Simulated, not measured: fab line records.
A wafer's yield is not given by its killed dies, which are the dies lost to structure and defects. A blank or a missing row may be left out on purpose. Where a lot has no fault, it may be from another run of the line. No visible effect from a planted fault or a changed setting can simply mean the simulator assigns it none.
Chamber matching    flow nand-harc    rie-diel-09 running NHARC_A_STAIRCASE_DESCUM_252: 4 sister chambers
The step chemistry O2, time 3 s. 4 wafers are shown with their chamber, then 7 later ones without.

EACH WAFER AND ITS CHAMBER
wafer   chamber  showerhead-plenum-p-Torr (Torr)
L079.2  2        1.99
L086.2  1        1.90
L084.1  3        1.96
L084.2  0        1.79

WAFERS WITH NO CHAMBER GIVEN
wafer   showerhead-plenum-p-Torr (Torr)
L084.4  1.90
L087.4  1.96
L087.5  1.79
L087.6  1.96
L091.3  1.98
L091.5  1.78
L091.6  1.89

WHICH CHAMBER EACH WENT THROUGH
wafer   from the rows above      in truth
L084.4  1                        1
L087.4  3                        3
L087.5  0                        0
L087.6  3                        3
L091.3  can't be placed: 2 or 3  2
L091.5  0                        0
L091.6  1                        1
Correct placement for 6 of the 7. Cannot be placed on the basis of these rows: 1; the candidates contain the true chamber in 1. Placed wrongly: 0.
How it was worked out, from the rows above alone: a wafer's distance from a chamber is the root of the sum, over the readings, of the square of ((its reading less the chamber's mean) divided by the reading's scatter). If the next closest chamber is less than 2 further off than the closest, the wafer can't be placed; otherwise it belongs to the closest. A chamber's mean is the mean of its shown wafers. The scatter: with one shown wafer a chamber, the root of the mean of the squares of how far each hidden wafer lies from its nearest shown one.
